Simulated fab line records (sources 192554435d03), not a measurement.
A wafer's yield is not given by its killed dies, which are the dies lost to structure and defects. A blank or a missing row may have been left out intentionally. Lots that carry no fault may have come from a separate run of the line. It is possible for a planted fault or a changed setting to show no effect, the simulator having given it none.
8D (eight disciplines) problem report, filled in by code -- flow n5 finfet -- the parts of the form that need people (team, actions taken, sign-off) are left out

1. PROBLEM STATEMENT
Mean of run length s at N5_BEOL_M3_ETCH_70: 135.5 s across 3 wafers in 3 lots; on wafers with no fault it is 143.2 s (standard deviation 0.38). That puts it -20 standard deviations away from the usual mean.
The step: etches SOC in N2/H2, target depth 80 nm, overetch 16 nm, time 120 s.
Seen first at day 8 11:08 on rie diel-02, wafer L816.1. The record holds 19 wafers of 7 lots with a number at this step. The rule behind "out" and "out of limits": a value lying over 4 standard deviations away from the usual mean. Any other wafer with a number is counted as sound.

2. WHAT IT IS; WHAT IT IS NOT
question,is,is not
which readings at this step,run length s,"drypump motor current A, oes product au, rf vpp V, showerhead plenum p Torr, throttle valve pct"
which lots,"L816, L818, L819","L829, L830, L831, L832"
which wafers of those lots,"L816.1, L818.1, L819.5","L816.2, L818.6, L819.2, L819.4"
read on which tools,rie diel-02,"rie diel-04, rie diel-06"
when,from day 8 11:08,"up to then (1 sound wafer); but 15 sound wafers of L818, L819, L829, L830, L831, L832 came after"

3. WHAT RULES OUT EACH SUSPECT
Counting: a tool at a process step up to the reading stays a suspect if it ran every lot that is out. Sound lots after the first of them don't rule it out here, since some wafers of a struck lot are sound.
- rie diel-02 at N5_BEOL_M3_ETCHBACK_99 (etches SiO2 in CHF3, target depth 5 nm, time 10.4 s): kept. It ran every lot that is out, first L816 (day 8 11:06).
- rie diel-02 at N5_BEOL_M3_ETCH_70 (etches SOC in N2/H2, target depth 80 nm, overetch 16 nm, time 120 s): kept. It ran every lot that is out, first L816 (day 8 11:08). Its own run length s readings are out on those wafers.
After counting, rie diel-02 at N5_BEOL_M3_ETCHBACK_99 and rie diel-02 at N5_BEOL_M3_ETCH_70 remain.

4. THE CAUSE (what the simulator had put in)
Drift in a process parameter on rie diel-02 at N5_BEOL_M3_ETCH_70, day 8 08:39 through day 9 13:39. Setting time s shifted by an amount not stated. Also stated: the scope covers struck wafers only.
Counting leaves 2 suspects; this tool is one of them.

5. THE CHAIN OF EFFECTS, in route order
Each row: a reading whose mean over the struck wafers that have a number lies more than 3 standard deviations from the usual. Only readings for which the record gives a usual standard deviation are gone through. hours: the time from each lot's start at the first step in this table that gives one to its start at this step, as a median over the lots. sigmas: the change in usual standard deviations.
hours,step,reading,usual,on struck wafers,change,sigmas
0,N5_BEOL_M3_ETCH_70,run length s,143.2 s,135.5,-7.7,-20
It contains these process steps:
- N5_BEOL_M3_ETCH_70: etches SOC in N2/H2, target depth 80 nm, overetch 16 nm, time 120 s.
Later measuring or inspecting steps at which every struck wafer that the step has a row for has a number for every such reading, and none has moved that far: N5_BEOL_M4_RC_MEAS_101.

6. HOW IT WOULD HAVE BEEN CAUGHT EARLIER
2 hours passed between the start of the fault at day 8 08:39 and the first reading out of limits in this record, taken at day 8 11:08.
